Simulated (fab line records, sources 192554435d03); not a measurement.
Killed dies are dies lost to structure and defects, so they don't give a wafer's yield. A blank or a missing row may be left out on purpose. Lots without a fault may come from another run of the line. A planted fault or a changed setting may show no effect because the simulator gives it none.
fab line records | flow n5_finfet
record lots=9 wafers=26 last_day=18
route steps=1938 shown BEOL_M0@732 BEOL_M1@761 BEOL_M4@1111 PASSIVATION@1936
lots that met no fault: from a run of the same line without faults
start_h: hours from the record's first day to the start of the lot's first wafer shown | wait_h: hours since the lot's step before | " the same as in the row above | L1.1+2: a row that stands for several wafers | - no value, or no start given | * or withheld: withheld | < > ~ a bound
route shown NAME@n: a module of which the file shows steps, and the number in the route of the first | usual: mean/standard deviation of fault-free wafers | same: alike in all rows | chamber/n: place in a boat | sites: the reading at each site | _std_site: their standard deviation | _edge_site: outer sites' mean less inner sites' | radius_mm: how far each site lies from the wafer's centre | mask NAME#n: copy n | behind: the tool/chamber that last shaped the wafer | hold: why the lot was held/for how many hours/how that ended | device: the transistor (n, p or np) that didn't switch | end of line: the same wafers' tests at the end of the route | a step without rows: its recipe alone | killed: dies lost to structure and defects at the first sort, not the wafer's yield | map: a wafer's dies, x killed, . not, _ none there
set.NAME: the setting as run; set.NAME@STEP: as run at that earlier step | model.NAME: the simulator's own value behind a step, which no gauge read
steps of the route over a sample of lots; a table a step, a row a wafer
services: from which hour (start_h, from the record's first day; less than 0 if before it) a tool's chamber was out of use, for how many hours, and why
## steps
# step N5_BEOL_M0_SURFACE_TREAT_137
# recipe gas=Ar time_s=* ion_energy_ev=* ion_current_ma_cm2=0.5 pressure_mtorr=* ar_flow_sccm=30
# usual pressure_mtorr=* throttle_valve_pct=*
# columns lot.wafer tool chamber start_h wait_h pressure_mtorr throttle_valve_pct
L730.2 pvd_sputter-01 - 116.65 1.3 * *
L730.3 " - " " * *
L730.5 " - " " * *
L734.1 pvd_sputter-03 - 144.96 0.2 * *
L734.2 " - " " * *
L734.5 " - " " * *
L736.4 pvd_sputter-03 - 153.44 0.2 * *
L736.5 " - " " * *
L736.6 " - " " * *
L741.3 pvd_sputter-01 - 190.10 0.1 * *
L741.6 " - " " * *
L743.1 pvd_sputter-01 - 195.96 0.1 * *
L743.2 " - " " * *
L743.5 " - " " * *
L744.1 pvd_sputter-02 - 204.57 0.2 * *
L744.5 " - " " * *
L744.6 " - " " * *
L748.2 pvd_sputter-01 - 224.40 0.7 * *
L748.3 " - " " * *
L748.6 " - " " * *
L750.2 pvd_sputter-03 - 240.88 1.8 * *
L750.3 " - " " * *
L750.4 " - " " * *
L752.3 pvd_sputter-01 - 249.01 0.1 * *
L752.4 " - " " * *
L752.5 " - " " * *
# step N5_BEOL_M0_ANNEAL_135
# recipe temp_c=400 time_s=60 ambient=vacuum
# usual heater_power_w=798/67
# columns lot.wafer tool chamber start_h wait_h heater_power_w
L730.2 pvd_sputter-02 - 118.95 0.0 822
L730.3 " - " " 858
L730.5 " - " " 782
L734.1 pvd_sputter-02 - 145.48 0.0 773
L734.2 " - " " 856
L734.5 " - " " 782
L736.4 pvd_sputter-01 - 154.02 0.0 870
L736.5 " - " " 841
L736.6 " - " " 887
L741.3 pvd_sputter-01 - 190.61 0.0 849
L741.6 " - " " 866
L743.1 pvd_sputter-01 - 198.24 0.0 871
L743.2 " - " " 875
L743.5 " - " " 847
L744.1 pvd_sputter-01 - 205.06 0.0 859
L744.5 " - " " 848
L744.6 " - " " 852
L748.2 pvd_sputter-01 - 225.02 0.0 899
L748.3 " - " " 843
L748.6 " - " " 853
L750.2 pvd_sputter-03 - 241.48 0.0 747
L750.3 " - " " 752
L750.4 " - " " 743
L752.3 pvd_sputter-03 - 249.73 0.0 678
L752.4 " - " " 755
L752.5 " - " " 693
# step N5_BEOL_M1_EXPOSE_08
# recipe mask_id=M1 na=0.33 source_shape=dipole sigma_inner=0.369 sigma_outer=0.767 polarization=unpolarized dose_mj=33
# columns lot.wafer tool chamber start_h wait_h mask
L730.2+3+5 euv_scanner-02 0 120.68 - M1#0
L734.1+2+5 euv_scanner-02 0 149.35 - M1#0
L736.4+5+6 euv_scanner-01 0 157.97 - M1#0
L741.3+6 euv_scanner-01 0 193.64 - M1#0
L743.1+2+5 euv_scanner-02 0 203.64 - M1#0
L744.1+5+6 euv_scanner-01 0 208.03 - M1#0
L748.2+3+6 euv_scanner-01 0 227.34 - M1#0
L750.2+3+4 euv_scanner-02 0 243.55 - M1#0
L752.3+4+5 euv_scanner-02 0 251.48 - M1#0
# step N5_BEOL_M1_OVL_MEAS_12
# recipe points_per_wafer=522
# usual M1_OVL=0.0/0.7
# columns lot.wafer tool chamber start_h wait_h M1_OVL[nm]
L730.2 overlay-02 0 120.84 0.0 0.0
L730.3 " 0 " " -0.4
L730.5 " 0 " " 0.0
L734.1 overlay-01 0 149.50 0.0 0.6
L734.2 " 0 " " 0.7
L734.5 " 0 " " -0.4
L736.4 overlay-02 0 158.13 0.0 -0.6
L736.5 " 0 " " -0.6
L736.6 " 0 " " -0.1
L741.3 overlay-02 0 193.80 0.0 0.3
L741.6 " 0 " " 0.1
L743.1 overlay-01 0 203.80 0.0 -0.2
L743.2 " 0 " " 0.2
L743.5 " 0 " " 1.0
L744.1 overlay-02 0 208.19 0.0 11.9
L744.5 " 0 " " 11.8
L744.6 " 0 " " 12.8
L748.2 overlay-01 0 227.50 0.0 13.0
L748.3 " 0 " " 12.3
L748.6 " 0 " " 13.2
L750.2 overlay-01 0 243.71 0.0 -0.2
L750.3 " 0 " " 0.4
L750.4 " 0 " " 0.3
L752.3 overlay-01 0 251.64 0.0 1.1
L752.4 " 0 " " 1.3
L752.5 " 0 " " 1.0
# step N5_BEOL_M1_ETCH_63
# recipe chemistry=CF4 target=SiARC target_depth_a=156 mask_material=CAR-EUV time_s=26 ion_energy_ev=80 pressure_mtorr=40 source_w=545 bias_w=36 Ar_flow_sccm=100 cf4_flow_sccm=100 ends=cleared
# usual bias_w=35.99/0.098 drypump_motor_current_A=5.6/0.43 etch_rf_on_time_s=25.9/0.56 mfc_ar_sccm=100.0/0.3 oes_product_au=0.68/0.077 rf_vpp_V=183.9/1.1 showerhead_plenum_p_Torr=2.12/0.074 throttle_valve_pct=15.54/0.24
# columns lot.wafer tool chamber start_h wait_h bias_w drypump_motor_current_A etch_rf_on_time_s mfc_ar_sccm oes_product_au rf_hours_counter_h rf_vpp_V showerhead_plenum_p_Torr throttle_valve_pct
L730.2 rie_diel-04 1 120.98 0.0 35.91 5.0 25.8 100.1 0.59 216 184.8 2.11 15.70
L730.3 " 0 " " 35.98 6.3 24.8 100.2 0.78 27 183.2 2.08 15.62
L730.5 " 2 " " 35.88 5.0 25.4 99.7 0.65 - 184.1 2.05 15.56
L734.1 rie_diel-05 3 149.65 0.0 36.02 5.4 25.4 100.3 0.72 70 183.2 2.16 15.59
L734.2 " 0 " " 35.92 6.0 26.2 99.2 0.81 17 184.3 2.11 15.12
L734.5 " 1 " " 35.82 5.5 26.4 99.9 0.63 - 183.2 2.04 15.37
L736.4 rie_diel-05 1 158.25 0.0 35.96 5.5 26.1 99.8 0.64 159 184.1 2.04 15.38
L736.5 " 2 " " 36.11 5.8 26.1 100.2 0.64 - 186.4 2.15 15.72
L736.6 " 1 " " 36.06 5.5 26.1 99.4 0.64 - 181.9 2.04 15.36
L741.3 rie_diel-05 2 193.93 0.0 35.97 5.8 26.2 99.9 0.64 143 184.5 2.14 15.74
L741.6 " 1 " " 35.90 5.5 26.2 99.4 0.63 - 183.2 2.04 15.39
L743.1 rie_diel-05 2 204.55 0.0 35.88 5.8 26.2 100.1 0.62 147 183.8 2.14 15.74
L743.2 " 0 " " 35.92 6.0 26.1 99.8 0.77 34 184.7 2.10 15.14
L743.5 " 0 " " 36.13 6.0 25.8 100.0 0.77 - 182.8 2.10 15.15
L744.1 rie_diel-03 1 208.41 0.0 35.95 4.9 25.1 100.2 0.81 12 184.6 2.19 15.43
L744.5 " 0 " " 36.12 5.7 26.6 100.0 0.60 - 184.3 2.22 16.03
L744.6 " 1 " " 35.96 4.9 25.1 100.0 0.82 - 185.3 2.19 15.43
L748.2 rie_diel-03 2 227.81 0.0 35.75 6.0 26.9 99.6 0.59 231 183.8 2.03 15.67
L748.3 " 0 " " 35.93 5.8 27.1 99.8 0.60 189 184.3 2.21 16.03
L748.6 " 2 " " 35.99 6.0 26.7 99.6 0.59 - 183.2 2.03 15.68
L750.2 rie_diel-04 2 243.84 0.0 35.95 5.0 25.4 100.0 0.63 193 181.9 2.04 15.61
L750.3 " 3 " " 36.02 5.4 26.1 100.0 0.71 52 185.7 2.27 15.16
L750.4 " 3 " " 35.94 5.4 26.0 99.5 0.72 - 183.3 2.28 15.16
L752.3 rie_diel-04 3 251.94 0.0 35.97 5.4 26.1 99.8 0.71 56 185.3 2.27 15.17
L752.4 " 0 " " 35.99 6.3 25.3 100.3 0.72 67 184.1 2.07 15.70
L752.5 " 2 " " 36.05 5.0 25.7 99.8 0.63 - 183.1 2.04 15.62
# step N5_BEOL_M4_RC_MEAS_101
# usual DIBL_N=36.9/1.7 DIBL_P=37.3/2.3 IOFF_N=0.16/0.033 IOFF_P=0.22/0.04 ION_N=673/12 ION_P=463/8 SS_N=71.6/0.58 SS_P=73.4/0.74 VT_N=250/3.2 VT_P=-250/3.4
# columns lot.wafer tool chamber start_h wait_h DIBL_N[mV/V] DIBL_P[mV/V] IOFF_N[nA/um] IOFF_P[nA/um] ION_N[uA/um] ION_P[uA/um] SS_N[mV/dec] SS_P[mV/dec] VT_N[mV] VT_P[mV]
L730.2 prober-01 0 165.78 0.2 38.3 40.6 0.22 0.29 691 471 71.8 74.1 247 -247
L730.3 " 0 " " 39.7 42.2 0.25 0.33 681 473 73.0 74.5 243 -244
L730.5 " 0 " " 36.7 38.1 0.18 0.24 675 467 72.2 73.4 250 -248
L734.1 prober-01 0 194.08 0.0 38.5 38.0 0.19 0.23 677 456 72.2 73.7 247 -252
L734.2 " 0 " " 35.9 34.2 0.13 0.18 656 452 71.5 72.1 252 -255
L734.5 " 0 " " 35.7 33.9 0.14 0.17 658 446 71.7 72.0 253 -257
L736.4 prober-02 0 205.12 0.5 36.4 38.5 0.17 0.25 664 460 72.0 73.9 248 -251
L736.5 " 0 " " 37.5 39.4 0.19 0.26 675 465 71.8 73.2 248 -251
L736.6 " 0 " " 35.8 37.3 0.16 0.23 666 461 71.3 73.3 248 -249
L741.3 prober-01 0 242.60 0.3 38.1 37.6 0.16 0.21 661 458 71.7 73.0 249 -251
L741.6 " 0 " " 36.4 37.6 0.15 0.22 681 473 71.1 73.7 250 -247
L743.1 prober-01 0 254.55 0.0 38.1 38.6 0.20 0.26 680 467 71.4 74.6 246 -248
L743.2 " 0 " " 38.3 38.1 0.19 0.25 689 469 71.6 73.7 245 -248
L743.5 " 0 " " 38.3 37.8 0.18 0.24 686 465 72.5 73.2 245 -248
L744.1 prober-02 0 254.92 0.0 38.1 37.7 0.17 0.26 676 469 71.7 73.6 250 -247
L744.5 " 0 " " 38.0 36.8 0.17 0.22 674 462 71.7 73.1 248 -252
L744.6 " 0 " " 36.9 36.9 0.17 0.24 699 477 71.6 73.4 249 -249
L748.2 prober-01 0 271.95 0.2 36.9 35.1 0.13 0.20 654 456 71.3 73.8 256 -252
L748.3 " 0 " " 36.1 35.2 0.13 0.20 661 458 71.1 73.1 254 -251
L748.6 " 0 " " 35.7 34.5 0.13 0.19 661 453 71.7 73.3 252 -251
L750.2 prober-02 0 304.66 0.2 37.1 37.2 0.18 0.22 677 461 71.6 74.7 246 -251
L750.3 " 0 " " 34.8 35.2 0.14 0.18 677 458 70.7 72.4 252 -254
L750.4 " 0 " " 32.6 31.7 0.10 0.15 650 449 69.9 72.3 257 -259
L752.3 prober-02 0 307.75 0.3 38.6 39.3 0.18 0.24 673 459 71.7 73.9 252 -252
L752.4 " 0 " " 39.3 39.4 0.18 0.23 669 459 72.6 74.4 251 -253
L752.5 " 0 " " 37.7 38.0 0.14 0.21 661 453 72.0 73.8 255 -255
# step N5_PASSIVATION_PROBE_49
# usual defect_limited_yield=91.2/1.3 killed_at_M0_to_M3=34/10 killed_at_M4_up=13/4.6 killed_at_contacts=13/5.5 killed_at_front_end=41/12 killed_at_other=2.8/2.4 killed_dies=104/16 killed_on_rim=14/4.2 killed_open=67/12 killed_short=33/7.2 sort_bin_5_function=5.1/0.86 sort_bin_6_memory=3.3/0.62 sort_bin_8_speed=0.00/0.014 sort_n_pass=1076/16
# same gross_dies=1180 killed_at_back_side=0 sort_bin_4_leakage[%]=0
# columns lot.wafer tool chamber start_h wait_h defect_limited_yield[%] killed_at_M0_to_M3 killed_at_M4_up killed_at_contacts killed_at_front_end killed_at_other killed_dies killed_on_rim killed_open killed_short sort_bin_5_function[%] sort_bin_6_memory[%] sort_bin_8_speed[%] sort_n_pass
L730.2 prober-01 - 273.53 0.1 90.6 37 14 16 34 10 111 13 74 34 5.8 3.1 0 1069
L730.3 prober-01 - 273.58 0.1 92.5 25 9 20 33 2 89 13 65 24 4.5 2.9 0 1091
L730.5 prober-01 - 273.68 0.2 89.4 34 20 14 57 0 125 12 88 35 5.8 4.7 0 1055
L734.1 prober-02 - 301.86 0.0 91.7 32 9 25 31 1 98 9 61 31 4.6 3.3 0 1082
L734.2 prober-02 - 301.91 0.1 92.6 30 7 14 36 0 87 12 56 26 4.2 2.9 0 1093
L734.5 prober-02 - 302.06 0.2 92.6 21 14 19 25 8 87 14 60 26 4.2 3.1 0 1093
L744.1 prober-02 - 358.99 0.0 0 1113 11 11 45 0 1180 152 65 38 47.3 3.3 0 0
L744.5 prober-02 - 359.19 0.2 0 1102 18 6 54 0 1180 152 74 32 50.4 2.8 0 0
L744.6 prober-02 - 359.24 0.3 0 1096 14 16 53 1 1180 152 69 31 51.1 2.5 0 0
L741.3 prober-01 - 360.57 1.0 91.9 42 9 20 24 0 95 16 66 28 4.8 3.1 0 1085
L741.6 prober-01 - 360.72 1.2 93.7 31 8 13 21 1 74 9 52 21 4.0 2.0 0 1106
L748.2 prober-02 - 368.49 0.1 0 1112 6 11 49 2 1180 152 63 41 51.9 3.2 0 0
L748.3 prober-02 - 368.54 0.1 0 1117 18 4 40 1 1180 152 68 38 49.7 3.1 0 0
L748.6 prober-02 - 368.69 0.3 0 1111 15 9 38 7 1180 152 72 39 49.4 3.7 0 0
# killed by level:class
L730.2 BEOL_M0_SAQP:geometric_particle:open=15 MOL_CONTACT_COAG:geometric_particle:open=12 STI_FIN_REVEAL:geometric_particle:open=11 BEOL_M3:geometric_particle:open=8 FIN_SAQP:geometric_particle:open=5 BEOL_M0_SAQP:geometric_particle:short=4 PASS1_CAP:geometric_particle:open=4 STI_FIN_REVEAL:geometric_particle:short=3
L730.3 STI_FIN_REVEAL:geometric_particle:open=18 MOL_CONTACT_COAG:geometric_particle:open=15 FIN_SAQP:geometric_particle:open=5 MOL_CONTACT_COAG:geometric_particle:short=5 BEOL_M0_SAQP:geometric_particle:short=5 BEOL_M0_SAQP:geometric_particle:open=4 BEOL_M0:geometric_particle:open=4 BEOL_M3:geometric_particle:short=4
L730.5 STI_FIN_REVEAL:geometric_particle:open=19 MOL_CONTACT_COAG:geometric_particle:open=13 FIN_SAQP:geometric_particle:short=10 BEOL_M0_SAQP:geometric_particle:short=9 BEOL_M0_SAQP:geometric_particle:open=9 FIN_SAQP:geometric_particle:open=8 BEOL_M2:geometric_particle:open=7 GATE_CUT:geometric_particle:open=6
L734.1 MOL_CONTACT_COAG:geometric_particle:open=16 STI_FIN_REVEAL:geometric_particle:open=9 MOL_CONTACT_COAG:geometric_particle:short=8 BEOL_M3:geometric_particle:open=7 BEOL_M2:geometric_particle:open=6 FIN_SAQP:geometric_particle:short=5 STI_FIN_REVEAL:geometric_particle:short=4 BEOL_M0_SAQP:geometric_particle:open=4
L734.2 MOL_CONTACT_COAG:geometric_particle:open=11 BEOL_M3:geometric_particle:open=11 GATE_CUT:geometric_particle:short=8 FIN_SAQP:geometric_particle:short=7 BEOL_M0_SAQP:geometric_particle:open=6 DUMMY_GATE:geometric_particle:open=5 STI_FIN_REVEAL:geometric_particle:open=4 FIN_SAQP:geometric_particle:open=3
L734.5 MOL_CONTACT_COAG:geometric_particle:open=18 FIN_SAQP:geometric_particle:short=6 BEOL_M0_SAQP:geometric_particle:short=5 BEOL_M2:geometric_particle:open=5 STI_FIN_REVEAL:geometric_particle:open=4 DUMMY_GATE:geometric_particle:open=4 BEOL_M0_SAQP:geometric_particle:open=4 BEOL_M4:geometric_particle:open=4
L744.1 BEOL_M1:overlay=1076 STI_FIN_REVEAL:geometric_particle:open=9 BEOL_M1:geometric_particle:open=8 BEOL_M0_SAQP:geometric_particle:open=7 FIN_SAQP:geometric_particle:open=6 MOL_CONTACT_COAG:geometric_particle:short=6 BEOL_M2:geometric_particle:open=6 DUMMY_GATE:geometric_particle:open=5
L744.5 BEOL_M1:overlay=1073 STI_FIN_REVEAL:geometric_particle:open=13 BEOL_M0_SAQP:geometric_particle:short=10 GATE_CUT:geometric_particle:short=10 BEOL_M0_SAQP:geometric_particle:open=9 GATE_CUT:geometric_particle:open=8 BEOL_M4:geometric_particle:open=7 MOL_CONTACT_COAG:geometric_particle:open=5
L744.6 BEOL_M1:overlay=1074 MOL_CONTACT_COAG:geometric_particle:open=12 GATE_CUT:geometric_particle:short=11 BEOL_M4:geometric_particle:open=10 STI_FIN_REVEAL:geometric_particle:open=9 FIN_SAQP:geometric_particle:open=8 BEOL_M3:geometric_particle:open=7 HKMG_FIN:area_etch=6
L741.3 MOL_CONTACT_COAG:geometric_particle:open=16 FIN_SAQP:geometric_particle:open=8 BEOL_M0_SAQP:geometric_particle:open=8 BEOL_M1:geometric_particle:open=8 BEOL_M0_SAQP:geometric_particle:short=7 STARTING-WAFER:geometric_particle:open=5 MOL_CONTACT_COAG:geometric_particle:short=4 BEOL_M1:geometric_particle:short=4
L741.6 MOL_CONTACT_COAG:geometric_particle:open=12 BEOL_M2:geometric_particle:open=10 STI_FIN_REVEAL:geometric_particle:open=7 BEOL_M3:geometric_particle:open=5 BEOL_M0_SAQP:geometric_particle:short=4 BEOL_M0_SAQP:geometric_particle:open=3 BEOL_M3:geometric_particle:short=3 BEOL_M4:geometric_particle:open=3
L748.2 BEOL_M1:overlay=1072 BEOL_M0_SAQP:geometric_particle:open=13 BEOL_M0_SAQP:geometric_particle:short=11 MOL_CONTACT_COAG:geometric_particle:open=10 STI_FIN_REVEAL:geometric_particle:open=8 FIN_SAQP:geometric_particle:short=7 BEOL_M1:geometric_particle:open=7 GATE_CUT:geometric_particle:short=6
L748.3 BEOL_M1:overlay=1063 BEOL_M0_SAQP:geometric_particle:open=11 BEOL_M3:geometric_particle:open=10 BEOL_M1:geometric_particle:open=9 HKMG_FIN:area_etch=9 BEOL_M0_SAQP:geometric_particle:short=7 DUMMY_GATE:geometric_particle:open=6 BEOL_M4:geometric_particle:short=6
L748.6 BEOL_M1:overlay=1065 BEOL_M0_SAQP:geometric_particle:open=12 BEOL_M0_SAQP:geometric_particle:short=9 STI_FIN_REVEAL:geometric_particle:open=8 BEOL_M1:geometric_particle:open=7 BEOL_M4:geometric_particle:open=7 DUMMY_GATE:geometric_particle:open=6 MOL_CONTACT_COAG:geometric_particle:open=6
## services
# columns tool chamber start_h hours kind
pvd_sputter-01 - 94.72 1.8 repair
rie_diel-03 3 104.46 - clean
rie_diel-03 3 104.46 - consumable_replace:focus_ring
rie_diel-03 3 104.46 15.2 scheduled_down
rie_diel-03 3 104.46 15.2 vent_cycle
euv_scanner-02 - 125.38 1.0 pm
euv_scanner-01 - 138.70 1.0 pm
pvd_sputter-03 - 157.71 0.7 repair
euv_scanner-02 - 159.97 0.4 repair
rie_diel-03 2 161.67 4.7 repair
euv_scanner-02 - 181.53 1.0 pm
euv_scanner-01 - 194.85 1.0 pm
rie_diel-04 - 199.56 1.0 repair
euv_scanner-02 - 216.93 4.6 pm
euv_scanner-01 - 221.53 4.6 pm
rie_diel-04 1 231.91 - clean
rie_diel-04 1 231.91 - consumable_replace:focus_ring
rie_diel-04 1 231.91 14.9 scheduled_down
rie_diel-04 1 231.91 14.9 vent_cycle
euv_scanner-02 0 234.95 - calibration
euv_scanner-02 - 237.68 1.0 pm
rie_diel-05 - 243.98 0.4 repair
rie_diel-05 1 248.26 8.4 repair
euv_scanner-01 - 251.00 1.0 pm
## key
first_sign step=N5_BEOL_M1_OVL_MEAS_12 reading=M1_OVL direction=up sigmas=18 usual=0.0 struck=12.5
effect step=N5_PASSIVATION_PROBE_49 reading=killed_at_M0_to_M3 direction=up sigmas=99+ usual=34 struck=1108
more_kills_born_at N5_BEOL_M1_EXPOSE_08@euv_scanner-01=6423
met_at N5_BEOL_M1_EXPOSE_08
struck_lots L744,L748
not_acting_at N5_BEOL_M0_SURFACE_TREAT_137,N5_BEOL_M0_ANNEAL_135,N5_BEOL_M1_ETCH_63
onset_between 193.64 208.03
fault kind=scanner_matching_overlay tool=euv_scanner-01 chamber=- onset_h=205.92 steps=N5_BEOL_M1_EXPOSE_08 offset=12.783
